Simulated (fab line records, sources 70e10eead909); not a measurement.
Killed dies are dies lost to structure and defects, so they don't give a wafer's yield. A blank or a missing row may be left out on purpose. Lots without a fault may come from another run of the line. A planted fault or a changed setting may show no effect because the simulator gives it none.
Chamber matching | flow nand_harc | NHARC_A_WL_FILL_ALD_19 on ald_metal-04: 4 sister chambers
The step deposits TiN, target thk 2 nm, pulse time 3 s, ald cycles 100. 4 wafers are shown with their chamber, then 12 later ones without.

WAFERS WITH THEIR CHAMBER
wafer  | chamber | heater_power_w (W)
L083.3 | 2       | 1229
L089.1 | 3       | 1025
L089.3 | 0       | 910
L089.5 | 1       | 1165

WAFERS WITHOUT THEIR CHAMBER
wafer  | heater_power_w (W)
L092.1 | 1261
L092.3 | 922
L092.5 | 974
L094.1 | 1275
L094.2 | 972
L094.3 | 943
L094.4 | 1135
L094.5 | 944
L094.6 | 953
L095.1 | 938
L095.4 | 963
L095.6 | 936

WHICH CHAMBER EACH WENT THROUGH
wafer  | from the rows above     | in truth
L092.1 | can't be placed: 2 or 1 | 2
L092.3 | 0                       | 0
L092.5 | can't be placed: 3 or 0 | 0
L094.1 | can't be placed: 2 or 1 | 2
L094.2 | can't be placed: 3 or 0 | 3
L094.3 | can't be placed: 0 or 3 | 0
L094.4 | can't be placed: 1 or 2 | 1
L094.5 | can't be placed: 0 or 3 | 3
L094.6 | can't be placed: 0 or 3 | 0
L095.1 | can't be placed: 0 or 3 | 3
L095.4 | can't be placed: 0 or 3 | 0
L095.6 | can't be placed: 0 or 3 | 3
Placed correctly: 1 of 12. Can't be placed from these rows: 11 (the true chamber is among the candidates in 11). Placed wrongly: 0.
How it was worked out, from the rows above alone: a wafer's distance from a chamber is the root of the sum, over the readings, of the square of ((its reading less the chamber's mean) divided by the reading's scatter). The wafer belongs to the nearest chamber; if the next one is less than 2 further off, it can't be placed. A chamber's mean is the mean of its shown wafers. The scatter: with one shown wafer a chamber, the root of the mean of the squares of how far each hidden wafer lies from its nearest shown one.
